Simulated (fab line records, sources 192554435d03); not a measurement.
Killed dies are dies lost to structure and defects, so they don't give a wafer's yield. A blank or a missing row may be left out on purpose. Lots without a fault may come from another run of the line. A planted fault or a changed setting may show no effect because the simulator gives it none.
Split-lot experiment | flow n5_finfet | 7 lots, 21 wafers read, on a route of 1938 steps

THE SPLIT
At N5_BEOL_M6_ETCH_66 (etches SOC in N2/H2, target depth 80 nm, overetch 16 nm, time 120 s), the setting bias_w was moved away from the recipe's 150 W on 7 of the 21 wafers read, by -13.3% to +17.3%. The other wafers ran this setting at the recipe's value.

The reading is taken at the split's own step.

THE READING
rf_vpp_V, in V, at N5_BEOL_M6_ETCH_66 (etches SOC in N2/H2, target depth 80 nm, overetch 16 nm, time 120 s). Fault-free wafers of this fab line usually give 524.0 V, standard deviation 2.1 V.

wafer  | tool, chamber at the split | bias_w as run, W | against the recipe | rf_vpp_V, V | against lot-mates on the recipe
L074.2 | rie_diel-05, 2             | 150              | recipe             | 526.8       | -
L074.4 | rie_diel-05, 3             | 150              | recipe             | 521.3       | -
L074.6 | rie_diel-05, 2             | 150              | recipe             | 526.8       | -
L076.1 | rie_diel-05, 3             | 150              | recipe             | 521.0       | -
L076.4 | rie_diel-05, 0             | 150              | recipe             | 527.2       | -
L076.6 | rie_diel-05, 1             | 150              | recipe             | 524.2       | -
L080.1 | rie_diel-04, 1             | 176              | +17.3%             | 578.0       | +52.7
L080.4 | rie_diel-04, 3             | 150              | recipe             | 525.7       | -
L080.5 | rie_diel-04, 2             | 150              | recipe             | 524.9       | -
L089.1 | rie_diel-05, 1             | 130.1            | -13.3%             | 477.0       | -45.5
L089.3 | rie_diel-05, 0             | 130.1            | -13.3%             | 480.9       | -41.6
L089.5 | rie_diel-05, 3             | 150              | recipe             | 522.5       | -
L083.1 | rie_diel-01, 1             | 150              | recipe             | 522.4       | -
L083.3 | rie_diel-01, 0             | 150              | recipe             | 520.0       | -
L083.5 | rie_diel-01, 1             | 150              | recipe             | 522.9       | -
L097.1 | rie_diel-01, 1             | 150              | recipe             | 521.8       | -
L097.2 | rie_diel-01, 2             | 137.1            | -8.6%              | 495.0       | -28.0
L097.5 | rie_diel-01, 2             | 150              | recipe             | 524.1       | -
L096.3 | rie_diel-01, 3             | 168.8            | +12.5%             | 564.5       | no lot-mate on the recipe
L096.5 | rie_diel-01, 1             | 168.8            | +12.5%             | 564.3       | no lot-mate on the recipe
L096.6 | rie_diel-01, 0             | 168.8            | +12.5%             | 561.7       | no lot-mate on the recipe

THE FIT
A straight line over all 21 wafers: rf_vpp_V changes by +3.24 V for each +1% of bias_w; r = +1.00; the points scatter about the line by 2.2 V.
The same after taking each lot's own level away (the mean of its wafers on the recipe; 18 wafers): +3.17 V for each +1%; r = +1.00; scatter 2 V.
On that fit, the largest move of bias_w shifts the reading by 55 V.
The lots' own levels span 521.77 to 525.30 V, that is 1.7 times the standard deviation above.
So the lot-to-lot level changes the slope little: the two slopes agree.
Check: with one of the wafers moved furthest among these (+17.3%) left out of the fit, the line predicts +56.8 V for it against its lot-mates. It came out at +52.7 V against them.
Tool readings at the split's step, against how far the setting was moved: rf_vpp_V r = +1.00.

OTHER SPLITS ON THESE WAFERS
These wafers also went through other splits before the reading. Each is held against what the fit with the lots' levels taken away leaves over:
other split on the same wafers   | wafers away from the commonest value | r with rf_vpp_V (lot level and that fit taken away)
N5_BEOL_M2_TRENCH_ETCH_37 time_s | 5                                    | +0.04
N5_BEOL_M3_VIA_ETCH_34 bias_w    | 10                                   | +0.08
N5_BEOL_M5_TRENCH_ETCH_37 time_s | 7                                    | +0.01
N5_BEOL_M5_ETCH_41 source_w      | 9                                    | +0.04
N5_BEOL_M5_SPUTTER_83 time_s     | 10                                   | +0.03
N5_BEOL_M6_DESCUM_33 time_s      | 8                                    | -0.20

THE WHOLE CHAIN: every reading that the file lists as answering this split, in the file's order
step               | what it does                                                        | reading                                                                          | change (the file's fit)                | r (the file's)
N5_BEOL_M6_ETCH_66 | etches SOC in N2/H2, target depth 80 nm, overetch 16 nm, time 120 s | rf_vpp_V                                                                         | +3.15 V for each +1% of the setting    | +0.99
N5_BEOL_M6_ETCH_66 | etches SOC in N2/H2, target depth 80 nm, overetch 16 nm, time 120 s | SiARC_of_BEOL_M6_COAT_64.thk_nm (the simulator's own value, which no gauge read) | -0.0721 nm for each +1% of the setting | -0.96

THE FILE'S OWN FIT
rf_vpp_V changes by +3.15 V for each +1% of bias_w, r = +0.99.
